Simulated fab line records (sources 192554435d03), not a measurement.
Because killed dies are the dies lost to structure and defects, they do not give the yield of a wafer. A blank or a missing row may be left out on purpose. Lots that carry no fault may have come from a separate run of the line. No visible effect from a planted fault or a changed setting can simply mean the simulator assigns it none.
Lot-split experiment :: flow n5_finfet :: on a route of 1938 steps: 7 lots, 21 wafers read

== ON THE SPLIT ==
At N5_ZERO_LAYER_EXPOSE_08 (exposes mask ZERO, defocus 0 nm, target cd 2000 nm), the setting dose_mj was moved away from the recipe's 16.2 on 5 of the 21 wafers read, by -6.0% to +2.8%. All remaining wafers had this setting at the recipe value.

== FROM THE SPLIT TO THE READING: what the file shows between them, 3 steps ==
- N5_ZERO_LAYER_PEB_09
- N5_ZERO_LAYER_DEVELOP_10: develop time 60 s
- N5_ZERO_LAYER_HARDBAKE_23: time 120 s

== THE READING ==
cd_nm (nm) at N5_ZERO_LAYER_CD_MEAS_11, where the cd target is 2000 nm. A value of 2002.8 nm with a standard deviation of 2.7 nm is what fault-free wafers of this fab line usually give.

wafer: L076.1
tool, chamber at the split: krf_scanner-02, 0
dose_mj as run: 16.2
against the recipe: recipe
cd_nm, nm: 2002.0
against lot-mates on the recipe: -

wafer: L076.3
tool, chamber at the split: krf_scanner-02, 0
dose_mj as run: 16.2
against the recipe: recipe
cd_nm, nm: 2001.3
against lot-mates on the recipe: -

wafer: L076.4
tool, chamber at the split: krf_scanner-02, 0
dose_mj as run: 16.2
against the recipe: recipe
cd_nm, nm: 1995.9
against lot-mates on the recipe: -

wafer: L079.2
tool, chamber at the split: krf_scanner-02, 0
dose_mj as run: 16.2
against the recipe: recipe
cd_nm, nm: 2003.3
against lot-mates on the recipe: -

wafer: L079.4
tool, chamber at the split: krf_scanner-02, 0
dose_mj as run: 16.2
against the recipe: recipe
cd_nm, nm: 2002.2
against lot-mates on the recipe: -

wafer: L079.6
tool, chamber at the split: krf_scanner-02, 0
dose_mj as run: 16.2
against the recipe: recipe
cd_nm, nm: 2001.1
against lot-mates on the recipe: -

wafer: L080.4
tool, chamber at the split: krf_scanner-01, 0
dose_mj as run: 16.2
against the recipe: recipe
cd_nm, nm: 2005.4
against lot-mates on the recipe: -

wafer: L080.5
tool, chamber at the split: krf_scanner-01, 0
dose_mj as run: 15.22
against the recipe: -6.0%
cd_nm, nm: 1991.9
against lot-mates on the recipe: -13.5

wafer: L080.6
tool, chamber at the split: krf_scanner-01, 0
dose_mj as run: 15.22
against the recipe: -6.0%
cd_nm, nm: 1993.1
against lot-mates on the recipe: -12.3

wafer: L081.1
tool, chamber at the split: krf_scanner-02, 0
dose_mj as run: 16.2
against the recipe: recipe
cd_nm, nm: 2004.5
against lot-mates on the recipe: -

wafer: L081.3
tool, chamber at the split: krf_scanner-02, 0
dose_mj as run: 16.2
against the recipe: recipe
cd_nm, nm: 1999.1
against lot-mates on the recipe: -

wafer: L081.6
tool, chamber at the split: krf_scanner-02, 0
dose_mj as run: 16.2
against the recipe: recipe
cd_nm, nm: 2005.0
against lot-mates on the recipe: -

wafer: L089.1
tool, chamber at the split: krf_scanner-02, 0
dose_mj as run: 15.38
against the recipe: -5.1%
cd_nm, nm: 1991.0
against lot-mates on the recipe: -14.0

wafer: L089.4
tool, chamber at the split: krf_scanner-02, 0
dose_mj as run: 16.2
against the recipe: recipe
cd_nm, nm: 2003.7
against lot-mates on the recipe: -

wafer: L089.5
tool, chamber at the split: krf_scanner-02, 0
dose_mj as run: 16.2
against the recipe: recipe
cd_nm, nm: 2006.2
against lot-mates on the recipe: -

wafer: L093.1
tool, chamber at the split: krf_scanner-01, 0
dose_mj as run: 16.2
against the recipe: recipe
cd_nm, nm: 2001.1
against lot-mates on the recipe: -

wafer: L093.2
tool, chamber at the split: krf_scanner-01, 0
dose_mj as run: 16.2
against the recipe: recipe
cd_nm, nm: 2004.7
against lot-mates on the recipe: -

wafer: L093.5
tool, chamber at the split: krf_scanner-01, 0
dose_mj as run: 16.2
against the recipe: recipe
cd_nm, nm: 1997.7
against lot-mates on the recipe: -

wafer: L094.1
tool, chamber at the split: krf_scanner-02, 0
dose_mj as run: 16.2
against the recipe: recipe
cd_nm, nm: 2005.3
against lot-mates on the recipe: -

wafer: L094.2
tool, chamber at the split: krf_scanner-02, 0
dose_mj as run: 16.66
against the recipe: +2.8%
cd_nm, nm: 2011.3
against lot-mates on the recipe: +6.0

wafer: L094.4
tool, chamber at the split: krf_scanner-02, 0
dose_mj as run: 16.66
against the recipe: +2.8%
cd_nm, nm: 2010.5
against lot-mates on the recipe: +5.2

FIT RESULTS
A straight line over all 21 wafers: cd_nm changes by +2.01 nm for each +1% of dose_mj; r = +0.86; the points scatter about the line by 2.9 nm.
The same after taking each lot's own level away (the mean of its wafers on the recipe; 21 wafers): +2.24 nm for each +1%; r = +0.93; scatter 2.1 nm.
That fit puts the effect of the largest move of dose_mj on the reading at 14 nm.
The span of the lots' own levels, 1999.73 to 2005.40 nm, comes to 2.1 times the standard deviation stated above.
Hence the slope depends on the lot-to-lot level, as the two fits are not the same.
Check: -13.7 nm against its lot-mates is what the line predicts for one of the wafers moved furthest among these (-6.0%) when that wafer is left out of the fit. It came out at -13.5 nm against them.

== THE OTHER SPLITS THESE WAFERS WENT THROUGH ==
Before the reading, these wafers also passed through other splits. Each is held against what the fit with the lots' levels taken away leaves over:
other split on the same wafers: N5_ZERO_LAYER_PECVD_02 time_s
wafers away from the commonest value: 9
r with cd_nm (lot level and that fit taken away): +0.00

== THE WHOLE CHAIN: every reading that the file lists as answering this split, in the file's order ==
step: N5_ZERO_LAYER_CD_MEAS_11
what it does: target cd 2000 nm
reading: cd_nm
change (the file's fit): +2.34 nm for each +1% of the setting
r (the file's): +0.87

step: N5_ZERO_LAYER_DESCUM_16
what it does: chemistry O2, time 7.9 s
reading: ZERO_LAYER.cd_nm (the simulator's own value, which no gauge read)
change (the file's fit): +2.31 nm for each +1% of the setting
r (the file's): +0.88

== FILE'S OWN FIT ==
cd_nm changes by +2.34 nm for each +1% of dose_mj, r = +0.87.
